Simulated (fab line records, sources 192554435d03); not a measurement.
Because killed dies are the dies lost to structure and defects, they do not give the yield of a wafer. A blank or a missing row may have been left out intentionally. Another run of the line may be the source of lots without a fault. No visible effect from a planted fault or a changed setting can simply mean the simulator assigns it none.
Commonality check across tools || flow n5_finfet || Sample size 10 lots and 30 wafers

## REASON IT WAS OPENED
N5_BEOL_M15_RS_MEAS_54, reading M15_RS: flagged on 2 of 10 lots. No-fault wafers: 0.0216 ohm/sq, standard deviation 0.00035.
Rule: a lot gets a flag if all its wafers with a number sit over 4 standard deviations from that mean, or if no wafer of it has a number. All remaining lots are regarded as sound.

{"lot": "L897", "measured": "day 12 10:46", "on": "film_metro-02", "M15_RS (ohm/sq), wafer by wafer": "0.0211 0.0214 0.0210", "flag": ""}
{"lot": "L901", "measured": "day 12 18:10", "on": "film_metro-02", "M15_RS (ohm/sq), wafer by wafer": "0.0213 0.0211 0.0209", "flag": ""}
{"lot": "L902", "measured": "day 13 05:28", "on": "film_metro-02", "M15_RS (ohm/sq), wafer by wafer": "0.0216 0.0211 0.0216", "flag": ""}
{"lot": "L905", "measured": "day 13 22:48", "on": "film_metro-01", "M15_RS (ohm/sq), wafer by wafer": "0.0219 0.0214 0.0224", "flag": ""}
{"lot": "L906", "measured": "day 14 01:04", "on": "film_metro-01", "M15_RS (ohm/sq), wafer by wafer": "0.0211 0.0221 0.0217", "flag": ""}
{"lot": "L907", "measured": "day 14 11:39", "on": "film_metro-02", "M15_RS (ohm/sq), wafer by wafer": "0.0220 0.0213 0.0219", "flag": ""}
{"lot": "L912", "measured": "day 16 00:50", "on": "film_metro-02", "M15_RS (ohm/sq), wafer by wafer": "33.184 32.947 32.641", "flag": "FLAGGED"}
{"lot": "L913", "measured": "day 16 01:32", "on": "film_metro-02", "M15_RS (ohm/sq), wafer by wafer": "32.341 32.176 32.487", "flag": "FLAGGED"}
{"lot": "L918", "measured": "day 17 02:11", "on": "film_metro-01", "M15_RS (ohm/sq), wafer by wafer": "0.0218 0.0214 0.0219", "flag": ""}
{"lot": "L919", "measured": "day 17 14:47", "on": "film_metro-02", "M15_RS (ohm/sq), wafer by wafer": "0.0217 0.0219 0.0215", "flag": ""}
On average the flagged lots read 32.6293 ohm/sq, which is +32.6077 ohm/sq against the usual, or +99 or more standard deviations.

## LOT BY LOT: THE TOOL USED
Before the reading, the record contains 2 process steps out of a 1938-step route. Each cell gives the tool, then ch followed by the chambers the sampled wafers passed through, then the start.
{"lot": "L897", "flag": "", "N5_BEOL_M15_ECD_47": "ecd_cu-01 ch 0,1, day 12 09:46", "N5_BEOL_M15_ANNEAL_48": "rtp_anneal-01 ch 0, day 12 10:03"}
{"lot": "L901", "flag": "", "N5_BEOL_M15_ECD_47": "ecd_cu-01 ch 0,1, day 12 17:02", "N5_BEOL_M15_ANNEAL_48": "rtp_anneal-02 ch 0, day 12 17:26"}
{"lot": "L902", "flag": "", "N5_BEOL_M15_ECD_47": "ecd_cu-01 ch 0,1, day 13 04:29", "N5_BEOL_M15_ANNEAL_48": "rtp_anneal-01 ch 0, day 13 04:47"}
{"lot": "L905", "flag": "", "N5_BEOL_M15_ECD_47": "ecd_cu-02 ch 1, day 13 21:50", "N5_BEOL_M15_ANNEAL_48": "rtp_anneal-02 ch 0, day 13 22:05"}
{"lot": "L906", "flag": "", "N5_BEOL_M15_ECD_47": "ecd_cu-01 ch 1, day 14 00:06", "N5_BEOL_M15_ANNEAL_48": "rtp_anneal-02 ch 0, day 14 00:20"}
{"lot": "L907", "flag": "", "N5_BEOL_M15_ECD_47": "ecd_cu-01 ch 0,1, day 14 10:44", "N5_BEOL_M15_ANNEAL_48": "rtp_anneal-02 ch 0, day 14 11:01"}
{"lot": "L912", "flag": "FLAGGED", "N5_BEOL_M15_ECD_47": "ecd_cu-01 ch 0,1, day 15 23:38", "N5_BEOL_M15_ANNEAL_48": "rtp_anneal-01 ch 0, day 16 00:05"}
{"lot": "L913", "flag": "FLAGGED", "N5_BEOL_M15_ECD_47": "ecd_cu-01 ch 0,1, day 16 00:34", "N5_BEOL_M15_ANNEAL_48": "rtp_anneal-01 ch 0, day 16 00:49"}
{"lot": "L918", "flag": "", "N5_BEOL_M15_ECD_47": "ecd_cu-02 ch 0,1, day 17 00:38", "N5_BEOL_M15_ANNEAL_48": "rtp_anneal-02 ch 0, day 17 01:29"}
{"lot": "L919", "flag": "", "N5_BEOL_M15_ECD_47": "ecd_cu-02 ch 0,1, day 17 13:53", "N5_BEOL_M15_ANNEAL_48": "rtp_anneal-01 ch 0, day 17 14:10"}
These steps, and what they do:
- N5_BEOL_M15_ECD_47: material Cu, target thk 1860 nm.
- N5_BEOL_M15_ANNEAL_48: time 90 s.
- N5_BEOL_M15_RS_MEAS_54: measures by four-point-probe.

## FLAGGED AGAINST TOTAL, ONE TOOL AT A TIME (gauges that did the reading follow at the end)
{"step": "N5_BEOL_M15_ECD_47", "tool": "ecd_cu-01", "lots run": 7, "flagged": 2, "share of the flagged lots": "all", "sound lots run after its first flagged lot": 0}
{"step": "N5_BEOL_M15_ECD_47", "tool": "ecd_cu-02", "lots run": 3, "flagged": 0, "share of the flagged lots": "none", "sound lots run after its first flagged lot": "-"}
{"step": "N5_BEOL_M15_ANNEAL_48", "tool": "rtp_anneal-01", "lots run": 5, "flagged": 2, "share of the flagged lots": "all", "sound lots run after its first flagged lot": "1 (L919)"}
{"step": "N5_BEOL_M15_ANNEAL_48", "tool": "rtp_anneal-02", "lots run": 5, "flagged": 0, "share of the flagged lots": "none", "sound lots run after its first flagged lot": "-"}
{"step": "N5_BEOL_M15_RS_MEAS_54", "tool": "film_metro-01", "lots run": 3, "flagged": 0, "share of the flagged lots": "none", "sound lots run after its first flagged lot": "-"}
{"step": "N5_BEOL_M15_RS_MEAS_54", "tool": "film_metro-02", "lots run": 7, "flagged": 2, "share of the flagged lots": "all", "sound lots run after its first flagged lot": "1 (L919)"}

## WHAT THE TABLE ALLOWS
ecd_cu-01 at N5_BEOL_M15_ECD_47, rtp_anneal-01 at N5_BEOL_M15_ANNEAL_48 and film_metro-02 at N5_BEOL_M15_RS_MEAS_54: these 3 rows of the table ran every flagged lot.
- ecd_cu-01 at N5_BEOL_M15_ECD_47 ran 7 lots, 2 of them flagged. It ran its last sound lot, L907, at day 14 10:44 and its first flagged lot, L912, at day 15 23:38: a fault with its onset between the two fits.
- rtp_anneal-01 at N5_BEOL_M15_ANNEAL_48 ran 5 lots, 2 of them flagged. Lots that were sound ran on it after the first flagged one (L919); a persistent fault on the entire tool would not allow that.
- film_metro-02 at N5_BEOL_M15_RS_MEAS_54 ran 7 lots, 2 of them flagged. Lots that were sound ran on it after the first flagged one (L919); a persistent fault on the entire tool would not allow that.
Just one tool remains: ecd_cu-01 at N5_BEOL_M15_ECD_47.

## WHAT THE SIMULATOR HAD INSERTED
At N5_BEOL_M15_ECD_47, the step was skipped entirely on ecd_cu-01 from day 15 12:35 on. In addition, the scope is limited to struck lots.
Lots struck among those shown: L912, L913. This agrees with what the rule above found.
